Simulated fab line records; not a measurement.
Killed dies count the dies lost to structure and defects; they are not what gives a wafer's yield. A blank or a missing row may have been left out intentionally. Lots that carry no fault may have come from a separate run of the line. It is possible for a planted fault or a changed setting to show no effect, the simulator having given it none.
Matching of chambers | flow n5-finfet | 3 sister chambers for N5_BEOL_M4_CO_CAP_55 on cvd-co-01
The step material Co, precursor CCTBA/H2, target thk 2 nm, time 102.1 s. 14 wafers are shown with their chamber, then 7 later ones without.

## WAFERS PAIRED WITH THEIR CHAMBERS
wafer  | chamber | heater-power-w (W)
L232.1 | 2       | 232
L232.4 | 2       | 233
L232.5 | 1       | 236
L234.2 | 1       | 238
L234.4 | 2       | 235
L234.6 | 0       | 214
L235.2 | 1       | 245
L235.3 | 0       | 211
L235.5 | 1       | 241
L238.2 | 2       | 230
L238.3 | 0       | 210
L238.4 | 0       | 214
L240.1 | 2       | 241
L240.5 | 2       | 232

SIGNATURES (averages over the wafers above)
reading        | chamber 0 | chamber 1 | chamber 2 | scatter within a chamber
heater-power-w | 212.25    | 240.00    | 233.83    | 3.48
Rule: a wafer lies at a distance from a chamber equal to the root of the sum of squares, over the readings, of (its reading less the chamber's mean, divided by the reading's scatter). If the next closest chamber is less than 2 further off than the closest, the wafer can't be placed; otherwise it belongs to the closest. The scatter: take each reading less its chamber's mean, square it, sum over the shown wafers, divide by the number of wafers less the number of chambers, and take the root.

## WAFERS WITH NO CHAMBER GIVEN
wafer  | heater-power-w (W)
L240.6 | 214
L248.2 | 218
L248.3 | 239
L248.4 | 213
L253.1 | 214
L253.3 | 235
L253.5 | 238

## EACH ONE'S CHAMBER
wafer  | from the rows above     | in truth
L240.6 | 0                       | 0
L248.2 | 0                       | 0
L248.3 | can't be placed: 1 or 2 | 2
L248.4 | 0                       | 0
L253.1 | 0                       | 0
L253.3 | can't be placed: 2 or 1 | 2
L253.5 | can't be placed: 1 or 2 | 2
Placed correctly: 4 of 7. Not placeable from these rows: 3 (in 3, the candidates include the true chamber). 0 placed wrongly.
